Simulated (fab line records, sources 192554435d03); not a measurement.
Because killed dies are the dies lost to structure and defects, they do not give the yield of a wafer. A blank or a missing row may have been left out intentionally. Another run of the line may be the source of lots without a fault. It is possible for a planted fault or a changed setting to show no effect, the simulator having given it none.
Chamber matching | flow n5 finfet | N5_FIN_SAQP_HM_OPEN_33 on rie diel-05: 4 sister chambers
The step chemistry CH3F/O2, target SiNx, target depth 49.4 nm, time 70.6 s. 8 wafers are shown with their chamber, then 10 later ones without.

== WAFERS PAIRED WITH THEIR CHAMBERS ==
wafer  | chamber | drypump motor current A (A) | showerhead plenum p Torr (Torr)
L081.6 | 2       | 5.2                         | 1.920
L088.2 | 0       | 5.1                         | 1.981
L088.4 | 3       | 5.7                         | 1.987
L091.1 | 0       | 5.1                         | 1.979
L091.4 | 1       | 6.0                         | 1.972
L091.6 | 1       | 6.0                         | 1.973
L093.1 | 2       | 5.1                         | 1.911
L093.3 | 3       | 5.7                         | 1.983

== WAFERS MISSING THEIR CHAMBER ==
wafer  | drypump motor current A (A) | showerhead plenum p Torr (Torr)
L093.4 | 6.0                         | 1.971
L095.2 | 6.0                         | 1.969
L095.5 | 5.1                         | 1.977
L095.6 | 6.0                         | 1.969
L096.1 | 6.0                         | 1.969
L096.2 | 5.2                         | 1.909
L096.3 | 5.7                         | 1.981
L097.1 | 5.1                         | 1.977
L097.2 | 5.1                         | 1.909
L097.4 | 6.0                         | 1.968

== EACH ONE'S CHAMBER ==
wafer  | from the rows above | in truth
L093.4 | 1                   | 1
L095.2 | 1                   | 1
L095.5 | 0                   | 0
L095.6 | 1                   | 1
L096.1 | 1                   | 1
L096.2 | 2                   | 2
L096.3 | 3                   | 3
L097.1 | 0                   | 0
L097.2 | 2                   | 2
L097.4 | 1                   | 1
Correct placement for 10 of the 10. From these rows, 0 cannot be placed. Number placed wrongly: 0.
How it was worked out, from the rows above alone: a wafer's distance from a chamber is the root of the sum, over the readings, of the square of ((its reading less the chamber's mean) divided by the reading's scatter). The wafer belongs to the nearest chamber; if the next one is less than 2 further off, it can't be placed. Each chamber's mean is taken over the wafers shown for it. The scatter: take each reading less its chamber's mean, square it, sum over the shown wafers, divide by the number of wafers less the number of chambers, and take the root.
